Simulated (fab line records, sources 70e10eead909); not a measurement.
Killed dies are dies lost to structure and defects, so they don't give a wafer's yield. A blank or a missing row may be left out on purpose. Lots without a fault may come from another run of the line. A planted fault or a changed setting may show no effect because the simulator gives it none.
Which tool did it? | flow nand_harc | 18 lots, 54 wafers sampled, at 6 steps of a route of 1302

WHAT THE GAUGES READ, wafer by wafer
The record holds no reading of a measuring or inspecting step that can be judged against a usual standard deviation.

WHICH TOOL RAN EACH LOT (tool, then ch and the chambers of the sampled wafers, then the start)
lot  | NHARC_P_ZERO_WELL_DESCUM_39        | NHARC_P_GATE_ETCH_114                         | NHARC_P_GATE_RTA_64              | NHARC_P_CONTACT_DESCUM_17          | NHARC_P_M0_PVD_20        | NHARC_P_M1_PVD_20
L075 | rie_diel-02 ch 0,1, day 2 10:16    | rie_diel-10 ch 1,2,3, day 5 23:33 or earlier  | rtp_anneal-02 ch 0, day 5 23:33  | rie_diel-05 ch 0,2,3, day 6 02:26  | pvd_sputter-02, no start | pvd_sputter-03, no start
L077 | rie_diel-04 ch 0,2, day 3 06:08    | rie_diel-08 ch 1,2,3, day 6 21:54 or earlier  | rtp_anneal-01 ch 0, day 6 21:54  | rie_diel-12 ch 1,2,3, day 7 00:57  | pvd_sputter-03, no start | pvd_sputter-02, no start
L079 | rie_diel-04 ch 0,1, day 4 02:20    | rie_diel-08 ch 1,3, day 7 20:26 or earlier    | rtp_anneal-02 ch 0, day 7 20:26  | rie_diel-05 ch 0,1,3, day 7 23:31  | pvd_sputter-02, no start | pvd_sputter-02, no start
L080 | rie_diel-02 ch 0,3, day 4 12:24    | rie_diel-07 ch 0,1,2, day 8 14:59 or earlier  | rtp_anneal-01 ch 0, day 8 14:59  | rie_diel-01 ch 0,3, day 8 18:02    | pvd_sputter-01, no start | pvd_sputter-01, no start
L081 | rie_diel-13 ch 0,1, day 4 22:15    | rie_diel-08 ch 1,2,3, day 9 01:52 or earlier  | rtp_anneal-01 ch 0, day 9 01:52  | rie_diel-12 ch 0,1,2, day 9 04:57  | pvd_sputter-01, no start | pvd_sputter-02, no start
L083 | rie_diel-02 ch 0,1,2, day 5 18:08  | rie_diel-07 ch 0,2,3, day 9 20:59 or earlier  | rtp_anneal-02 ch 0, day 9 20:59  | rie_diel-12 ch 1,2,3, day 10 00:11 | pvd_sputter-01, no start | pvd_sputter-01, no start
L084 | rie_diel-13 ch 0,2,3, day 6 06:16  | rie_diel-10 ch 1,2,3, day 10 04:40 or earlier | rtp_anneal-01 ch 0, day 10 04:40 | rie_diel-12 ch 0,1,3, day 10 07:44 | pvd_sputter-02, no start | pvd_sputter-02, no start
L085 | rie_diel-04 ch 1,2,3, day 6 14:24  | rie_diel-08 ch 0,2, day 10 10:52 or earlier   | rtp_anneal-02 ch 0, day 10 10:52 | rie_diel-12 ch 0,3, day 10 13:54   | pvd_sputter-02, no start | pvd_sputter-01, no start
L086 | rie_diel-04 ch 1,2, day 7 00:25    | rie_diel-08 ch 0,1, day 10 17:00 or earlier   | rtp_anneal-01 ch 0, day 10 17:00 | rie_diel-01 ch 0,1,2, day 10 20:11 | pvd_sputter-03, no start | pvd_sputter-03, no start
L087 | rie_diel-04 ch 1,2,3, day 7 10:29  | rie_diel-07 ch 2,3, day 10 23:36 or earlier   | rtp_anneal-02 ch 0, day 10 23:36 | rie_diel-12 ch 2,3, day 11 02:34   | pvd_sputter-03, no start | pvd_sputter-02, no start
L088 | rie_diel-13 ch 1,2,3, day 7 20:10  | rie_diel-08 ch 0,1,3, day 11 18:26 or earlier | rtp_anneal-01 ch 0, day 11 18:26 | rie_diel-12 ch 0,1, day 11 21:29   | pvd_sputter-01, no start | pvd_sputter-01, no start
L090 | rie_diel-13 ch 0,1, day 8 16:38    | rie_diel-07 ch 1,2, day 12 18:19 or earlier   | rtp_anneal-01 ch 0, day 12 18:19 | rie_diel-12 ch 1,2,3, day 12 21:22 | pvd_sputter-03, no start | pvd_sputter-03, no start
L091 | rie_diel-02 ch 0,1,2, day 9 02:16  | rie_diel-08 ch 0,1,2, day 12 20:22 or earlier | rtp_anneal-02 ch 0, day 12 20:22 | rie_diel-05 ch 0,2,3, day 12 23:25 | pvd_sputter-03, no start | pvd_sputter-03, no start
L092 | rie_diel-13 ch 0,1,3, day 9 12:28  | rie_diel-07 ch 0,2,3, day 13 12:43 or earlier | rtp_anneal-01 ch 0, day 13 12:43 | rie_diel-05 ch 0,1,2, day 13 15:45 | pvd_sputter-02, no start | pvd_sputter-02, no start
L093 | rie_diel-04 ch 2,3, day 9 22:17    | rie_diel-10 ch 1,2, day 13 13:01 or earlier   | rtp_anneal-01 ch 0, day 13 13:01 | rie_diel-12 ch 1,2, day 13 16:03   | pvd_sputter-01, no start | pvd_sputter-01, no start
L095 | rie_diel-04 ch 0,3, day 10 19:05   | rie_diel-10 ch 0,1,2, day 14 22:50 or earlier | rtp_anneal-01 ch 0, day 14 22:50 | rie_diel-01 ch 0,1,2, day 15 01:47 | pvd_sputter-01, no start | pvd_sputter-03, no start
L096 | rie_diel-02 ch 0,2,3, day 11 05:11 | rie_diel-10 ch 1,2,3, day 15 09:54 or earlier | rtp_anneal-02 ch 0, day 15 09:54 | rie_diel-05 ch 0,1,2, day 15 12:57 | pvd_sputter-01, no start | pvd_sputter-03, no start
L097 | rie_diel-13 ch 1,2,3, day 11 14:31 | rie_diel-08 ch 0,1,2, day 15 12:59 or earlier | rtp_anneal-01 ch 0, day 15 12:59 | rie_diel-05 ch 0,1,2, day 15 16:02 | pvd_sputter-01, no start | pvd_sputter-02, no start
- NHARC_P_ZERO_WELL_DESCUM_39: chemistry O2, time 3 s.
- NHARC_P_GATE_ETCH_114: etches the open film in CF4/O2, target depth 30 nm, overetch 3 nm, time 16.5 s.
- NHARC_P_GATE_RTA_64: time 1 s.
- NHARC_P_CONTACT_DESCUM_17: chemistry O2, time 3 s.
- NHARC_P_M0_PVD_20: deposits TaN, target thk 5 nm, time 8.06 s.
- NHARC_P_M1_PVD_20: deposits TaN, target thk 5 nm, time 8.06 s.

WHAT THE TOOLS THEMSELVES READ (means of the sampled wafers that have a number; where no wafer has one, the mark that the record gives instead)
NHARC_P_ZERO_WELL_DESCUM_39.
lot  | tool        | chamber_pressure_mTorr (mTorr) | drypump_motor_current_A (A) | mfc_ar_sccm (sccm) | oes_product_au (a.u.) | rf_vpp_V (V) | showerhead_plenum_p_Torr (Torr) | throttle_valve_pct (%)
L075 | rie_diel-02 | 60.00                          | 6.2                         | 0.005              | 1.001                 | 58.4         | 1.95                            | 11.303
L077 | rie_diel-04 | 60.03                          | 5.1                         | 0.007              | 0.995                 | 58.3         | 2.01                            | 11.316
L079 | rie_diel-04 | 60.00                          | 5.5                         | 0.003              | 1.006                 | 58.5         | 1.94                            | 11.312
L080 | rie_diel-02 | 60.00                          | 5.9                         | 0.000              | 0.998                 | 57.5         | 1.99                            | 11.314
L081 | rie_diel-13 | 60.02                          | 5.9                         | 0.000              | 1.006                 | 57.7         | 1.85                            | 11.307
L083 | rie_diel-02 | 60.00                          | 5.8                         | 0.008              | 0.992                 | 57.3         | 1.91                            | 11.312
L084 | rie_diel-13 | 60.01                          | 5.6                         | 0.006              | 1.018                 | 58.2         | 1.97                            | 11.308
L085 | rie_diel-04 | 60.01                          | 5.5                         | 0.014              | 1.003                 | 57.0         | 1.84                            | 11.318
L086 | rie_diel-04 | 60.00                          | 5.2                         | 0.008              | 1.015                 | 57.4         | 1.91                            | 11.308
L087 | rie_diel-04 | 59.93                          | 5.4                         | 0.014              | 1.008                 | 58.6         | 1.84                            | 11.320
L088 | rie_diel-13 | 59.99                          | 5.8                         | 0.006              | 1.012                 | 57.8         | 1.89                            | 11.309
L090 | rie_diel-13 | 60.06                          | 5.7                         | 0.000              | 1.016                 | 57.8         | 1.92                            | 11.308
L091 | rie_diel-02 | 59.97                          | 5.8                         | 0.008              | 0.989                 | 57.7         | 1.90                            | 11.313
L092 | rie_diel-13 | 60.01                          | 5.6                         | 0.000              | 1.016                 | 57.8         | 1.91                            | 11.307
L093 | rie_diel-04 | 60.00                          | 5.1                         | 0.018              | 1.000                 | 58.6         | 2.00                            | 11.310
L095 | rie_diel-04 | 60.03                          | 5.5                         | 0.022              | 0.986                 | 58.7         | 2.05                            | 11.313
L096 | rie_diel-02 | 59.96                          | 5.6                         | 0.003              | 0.998                 | 58.0         | 1.94                            | 11.305
L097 | rie_diel-13 | 60.01                          | 5.8                         | 0.006              | 1.001                 | 58.0         | 1.88                            | 11.318

NHARC_P_GATE_ETCH_114.
lot  | tool        | cf4_flow_sccm (sccm) | chamber_pressure_mTorr (mTorr) | drypump_motor_current_A (A) | mfc_ar_sccm (sccm) | oes_o_777_au (a.u.) | oes_product_au (a.u.) | rf_fwd_power_W (W) | rf_vpp_V (V) | showerhead_plenum_p_Torr (Torr) | throttle_valve_pct (%)
L075 | rie_diel-10 | 80.11                | 30.004                         | 6.2                         | 0.010              | 0.997               | 0.999                 | 293.9              | 196.1        | 1.25                            | 13.386
L077 | rie_diel-08 | 79.91                | 29.995                         | 5.5                         | 0.000              | 1.000               | 1.001                 | 295.3              | 197.5        | 1.29                            | 13.383
L079 | rie_diel-08 | 80.02                | 30.011                         | 5.4                         | 0.000              | 0.996               | 1.006                 | 295.7              | 197.5        | 1.29                            | 13.394
L080 | rie_diel-07 | 80.06                | 30.003                         | 6.0                         | 0.002              | 1.007               | 1.005                 | 294.6              | 197.1        | 1.34                            | 13.401
L081 | rie_diel-08 | 79.86                | 29.978                         | 5.5                         | 0.000              | 0.999               | 1.015                 | 293.8              | 196.4        | 1.29                            | 13.395
L083 | rie_diel-07 | 80.06                | 29.985                         | 5.7                         | 0.005              | 1.001               | 0.995                 | 293.9              | 197.0        | 1.35                            | 13.393
L084 | rie_diel-10 | 80.03                | 29.989                         | 6.2                         | 0.010              | 0.999               | 0.997                 | 293.4              | 195.5        | 1.25                            | 13.399
L085 | rie_diel-08 | 79.87                | 30.005                         | 5.8                         | 0.000              | 1.001               | 1.013                 | 294.1              | 195.9        | 1.26                            | 13.401
L086 | rie_diel-08 | 80.05                | 30.031                         | 5.7                         | 0.000              | 1.002               | 1.009                 | 295.0              | 197.3        | 1.29                            | 13.404
L087 | rie_diel-07 | 80.18                | 30.008                         | 5.4                         | 0.007              | 0.998               | 0.996                 | 295.2              | 198.5        | 1.34                            | 13.401
L088 | rie_diel-08 | 80.04                | 29.992                         | 5.5                         | 0.000              | 0.998               | 1.006                 | 295.9              | 197.1        | 1.29                            | 13.401
L090 | rie_diel-07 | 79.99                | 29.976                         | 5.9                         | 0.000              | 1.003               | 1.008                 | 294.0              | 198.6        | 1.33                            | 13.395
L091 | rie_diel-08 | 80.17                | 29.994                         | 5.7                         | 0.000              | 1.000               | 1.013                 | 294.5              | 196.7        | 1.29                            | 13.405
L092 | rie_diel-07 | 79.96                | 29.990                         | 5.7                         | 0.005              | 0.998               | 0.997                 | 294.9              | 197.8        | 1.35                            | 13.396
L093 | rie_diel-10 | 80.05                | 30.028                         | 6.2                         | 0.009              | 1.001               | 1.003                 | 292.8              | 195.4        | 1.25                            | 13.403
L095 | rie_diel-10 | 79.99                | 30.006                         | 6.1                         | 0.009              | 0.999               | 1.004                 | 291.9              | 196.5        | 1.27                            | 13.402
L096 | rie_diel-10 | 80.06                | 29.980                         | 6.2                         | 0.010              | 1.003               | 0.993                 | 294.4              | 196.0        | 1.25                            | 13.388
L097 | rie_diel-08 | 79.95                | 30.011                         | 5.7                         | 0.000              | 0.999               | 1.009                 | 294.0              | 197.7        | 1.29                            | 13.395

NHARC_P_GATE_RTA_64.
lot  | tool          | lamp_power_pct (%) | lamp_zone_4_pct (%) | lamp_zone_6_pct (%) | wafer_temp_C_max
L075 | rtp_anneal-02 | 33.4               | 33.4                | 33.3                | 1053.9
L077 | rtp_anneal-01 | 37.4               | 37.4                | 37.3                | 1053.4
L079 | rtp_anneal-02 | 33.3               | 33.3                | 33.3                | 1053.2
L080 | rtp_anneal-01 | 37.4               | 37.4                | 37.4                | 1054.4
L081 | rtp_anneal-01 | 37.5               | 37.4                | 37.4                | 1053.1
L083 | rtp_anneal-02 | 33.3               | 33.3                | 33.3                | 1053.9
L084 | rtp_anneal-01 | 37.4               | 37.4                | 37.4                | 1055.2
L085 | rtp_anneal-02 | 33.4               | 33.3                | 33.3                | 1053.2
L086 | rtp_anneal-01 | 37.4               | 37.4                | 37.3                | 1053.6
L087 | rtp_anneal-02 | 33.4               | 33.3                | 33.4                | 1052.0
L088 | rtp_anneal-01 | 37.4               | 37.4                | 37.4                | 1053.9
L090 | rtp_anneal-01 | 37.5               | 37.4                | 37.4                | 1054.7
L091 | rtp_anneal-02 | 33.3               | 33.3                | 33.3                | 1052.5
L092 | rtp_anneal-01 | 37.4               | 37.4                | 37.4                | 1053.4
L093 | rtp_anneal-01 | 37.4               | 37.4                | 37.3                | 1055.4
L095 | rtp_anneal-01 | 37.4               | 37.4                | 37.3                | 1054.6
L096 | rtp_anneal-02 | 33.4               | 33.4                | 33.3                | 1052.4
L097 | rtp_anneal-01 | 37.4               | 37.4                | 37.3                | 1054.3

NHARC_P_CONTACT_DESCUM_17.
lot  | tool        | chamber_pressure_mTorr (mTorr) | drypump_motor_current_A (A) | mfc_ar_sccm (sccm) | oes_product_au (a.u.) | rf_vpp_V (V) | showerhead_plenum_p_Torr (Torr) | throttle_valve_pct (%)
L075 | rie_diel-05 | 60.01                          | 5.9                         | 0.007              | 0.996                 | 58.0         | 1.94                            | 11.312
L077 | rie_diel-12 | 59.99                          | 5.8                         | 0.021              | 1.005                 | 57.1         | 1.99                            | 11.313
L079 | rie_diel-05 | 59.95                          | 6.1                         | 0.005              | 1.007                 | 58.6         | 1.98                            | 11.314
L080 | rie_diel-01 | 60.03                          | 5.3                         | 0.007              | 1.022                 | 57.7         | 1.93                            | 11.306
L081 | rie_diel-12 | 59.99                          | 5.8                         | 0.021              | 1.005                 | 58.0         | 1.97                            | 11.306
L083 | rie_diel-12 | 60.00                          | 5.8                         | 0.021              | 1.006                 | 58.0         | 1.99                            | 11.312
L084 | rie_diel-12 | 59.98                          | 5.8                         | 0.006              | 1.014                 | 57.4         | 1.94                            | 11.311
L085 | rie_diel-12 | 60.00                          | 5.7                         | 0.000              | 1.007                 | 57.3         | 1.91                            | 11.310
L086 | rie_diel-01 | 59.97                          | 5.6                         | 0.010              | 0.993                 | 57.6         | 1.89                            | 11.318
L087 | rie_diel-12 | 60.03                          | 5.7                         | 0.015              | 1.010                 | 58.4         | 1.96                            | 11.316
L088 | rie_diel-12 | 60.03                          | 5.9                         | 0.006              | 1.011                 | 57.8         | 1.92                            | 11.310
L090 | rie_diel-12 | 60.03                          | 5.8                         | 0.021              | 1.011                 | 57.1         | 1.99                            | 11.300
L091 | rie_diel-05 | 60.01                          | 5.9                         | 0.007              | 0.995                 | 57.5         | 1.94                            | 11.306
L092 | rie_diel-05 | 60.03                          | 5.8                         | 0.012              | 0.990                 | 57.4         | 1.96                            | 11.300
L093 | rie_diel-12 | 59.97                          | 5.8                         | 0.036              | 1.014                 | 58.5         | 2.01                            | 11.304
L095 | rie_diel-01 | 59.97                          | 5.6                         | 0.010              | 1.005                 | 57.1         | 1.89                            | 11.309
L096 | rie_diel-05 | 60.02                          | 5.8                         | 0.012              | 0.997                 | 57.4         | 1.96                            | 11.309
L097 | rie_diel-05 | 60.01                          | 5.8                         | 0.012              | 0.996                 | 58.2         | 1.96                            | 11.311

NHARC_P_M0_PVD_20.
lot  | tool           | chamber_pressure_pa (Pa) | substrate_temp_c (C) | throttle_valve_pct (%)
L075 | pvd_sputter-02 | 0.12                     | 49.95                | 29.9
L077 | pvd_sputter-03 | 0.12                     | 49.99                | 29.8
L079 | pvd_sputter-02 | 0.12                     | 50.03                | 30.7
L080 | pvd_sputter-01 | 0.12                     | 50.08                | 30.6
L081 | pvd_sputter-01 | 0.12                     | 49.94                | 29.9
L083 | pvd_sputter-01 | 0.12                     | 50.00                | 30.5
L084 | pvd_sputter-02 | 0.12                     | 49.97                | 29.8
L085 | pvd_sputter-02 | 0.12                     | 50.12                | 30.7
L086 | pvd_sputter-03 | 0.12                     | 49.93                | 30.8
L087 | pvd_sputter-03 | 0.12                     | 49.98                | 30.3
L088 | pvd_sputter-01 | 0.12                     | 50.06                | 30.9
L090 | pvd_sputter-03 | 0.12                     | 49.97                | 30.1
L091 | pvd_sputter-03 | 0.12                     | 50.01                | 30.4
L092 | pvd_sputter-02 | 0.12                     | 49.96                | 29.8
L093 | pvd_sputter-01 | 0.12                     | 50.03                | 29.8
L095 | pvd_sputter-01 | 0.12                     | 50.05                | 30.3
L096 | pvd_sputter-01 | 0.12                     | 49.91                | 29.6
L097 | pvd_sputter-01 | 0.12                     | 50.08                | 30.2

NHARC_P_M1_PVD_20.
lot  | tool           | chamber_pressure_pa (Pa) | substrate_temp_c (C) | throttle_valve_pct (%)
L075 | pvd_sputter-03 | 0.12                     | 49.95                | 30.6
L077 | pvd_sputter-02 | 0.12                     | 50.19                | 30.4
L079 | pvd_sputter-02 | 0.12                     | 50.00                | 29.9
L080 | pvd_sputter-01 | 0.12                     | 49.99                | 29.7
L081 | pvd_sputter-02 | 0.12                     | 50.00                | 29.8
L083 | pvd_sputter-01 | 0.12                     | 50.06                | 30.5
L084 | pvd_sputter-02 | 0.12                     | 50.09                | 30.4
L085 | pvd_sputter-01 | 0.12                     | 50.01                | 29.9
L086 | pvd_sputter-03 | 0.12                     | 49.90                | 31.2
L087 | pvd_sputter-02 | 0.12                     | 49.97                | 29.5
L088 | pvd_sputter-01 | 0.12                     | 50.02                | 30.0
L090 | pvd_sputter-03 | 0.12                     | 49.96                | 30.1
L091 | pvd_sputter-03 | 0.12                     | 50.05                | 30.6
L092 | pvd_sputter-02 | 0.12                     | 50.05                | 30.3
L093 | pvd_sputter-01 | 0.12                     | 50.00                | 30.5
L095 | pvd_sputter-03 | 0.12                     | 50.03                | 30.9
L096 | pvd_sputter-03 | 0.12                     | 50.00                | 30.2
L097 | pvd_sputter-02 | 0.12                     | 49.91                | 29.8

THE ANSWER, worked out from the rows above alone
Rule: what is usual is taken from the lots themselves. Put in order of their means at a reading, lots are off if they are a third of the lots or fewer, leave a main group of 4 or more, and stand apart from it by a gap of 3 or more times the standard deviation of the main group's means; of several such gaps the widest counts. A main group whose means are all the same, to the digits that the tables above print for the reading, isn't used. A lot without any number at a reading at which 4 lots or more have one is off too. The other lots that the step has rows for count as sound. The gauges are gone through in route order, then the tools' own readings, and for those a lot's mean is taken as printed above. The first step at which some lot is off is used, and at that step the reading that is off furthest; a lot without a number counts as furthest.
No lot is off at any reading shown: from this, nothing can be told.

WHAT THE SIMULATOR HAD PUT IN
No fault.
